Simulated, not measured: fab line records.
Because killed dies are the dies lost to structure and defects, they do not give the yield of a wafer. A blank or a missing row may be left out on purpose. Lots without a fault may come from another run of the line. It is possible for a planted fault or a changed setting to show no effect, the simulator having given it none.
The tool behind it: which one?	flow nand_harc	6 lots, 18 wafers sampled, at 5 steps of a route of 1302

== WHAT EACH GAUGE READ, for each wafer ==
NHARC_END_SORT_01.
lot	measured	on	killed_at_array
L685	day 25 04:14	prober-02	41 49 39
L688	day 25 10:17	prober-01	68 67 67
L691	day 27 10:49	prober-02	58 59 58
L694	day 28 17:08	prober-02	109 100 103
L704	day 33 13:31	prober-02	62 67 75
L706	day 33 18:08	prober-01	21 21 17

== WHICH TOOL RAN EACH LOT (tool, then ch and the chambers of the sampled wafers, then the start) ==
lot	NHARC_A_DECK1_JOINT_CVD_34	NHARC_THIN_TSV_STRIP_62	NHARC_THIN_TSV_CMP_21	NHARC_THIN_TSV_STRIP_56
L685	lpcvd-01 ch 1, day 11 20:13	plasma_asher-01 ch 0,1, day 24 14:23	cmp-04 ch 1,3, day 24 16:02	plasma_asher-01 ch 0,1, day 24 18:17
L688	lpcvd-01 ch 1, day 13 04:22	plasma_asher-01 ch 0,1, day 24 22:55	cmp-02 ch 1,2,3, day 25 00:38	plasma_asher-02 ch 0,1, day 25 02:55
L691	lpcvd-02 ch 1, day 14 08:03	plasma_asher-01 ch 0,1, day 26 20:52	cmp-01 ch 0,1,3, day 26 22:34	plasma_asher-02 ch 0,1, day 27 00:47
L694	lpcvd-01 ch 0, day 15 14:55	plasma_asher-01 ch 0,1, day 28 01:20	cmp-04 ch 0,1, day 28 03:02	plasma_asher-01 ch 0,1, day 28 05:13
L704	lpcvd-01 ch 0, day 20 12:08	plasma_asher-02 ch 0,1, day 33 00:34	cmp-04 ch 0,2,3, day 33 02:25	plasma_asher-02 ch 0,1, day 33 04:41
L706	lpcvd-02 ch 1, day 21 00:20	plasma_asher-01 ch 0,1, day 33 04:53	cmp-02 ch 1,2,3, day 33 06:38	plasma_asher-02 ch 0,1, day 33 08:53
- NHARC_A_DECK1_JOINT_CVD_34: deposits SiNx, target thk 20 nm.
- NHARC_THIN_TSV_STRIP_62: strips in N2/H2, time 20 s.
- NHARC_THIN_TSV_CMP_21: polishes, t overpolish 30 s, target thk 2000 nm.
- NHARC_THIN_TSV_STRIP_56: strips in O2.

== THE ANSWER, worked out from the rows above alone ==
Rule: usual is defined by the lots themselves. The widest of any qualifying gaps counts: lots, ordered by their means at a reading, are off when they make up no more than a third of the lots, leave a main group of 4 or more, and stand apart from it by 3 or more times the standard deviation of that group's means. The tables above print the reading to a certain number of digits; a main group whose means all agree to those digits is not used. A lot without any number at a reading at which 4 lots or more have one is off too. Any other lot the step has rows for is counted as sound.
No lot is off on any of the readings shown, so nothing can be concluded from this.

== WHAT THE SIMULATOR PUT IN ==
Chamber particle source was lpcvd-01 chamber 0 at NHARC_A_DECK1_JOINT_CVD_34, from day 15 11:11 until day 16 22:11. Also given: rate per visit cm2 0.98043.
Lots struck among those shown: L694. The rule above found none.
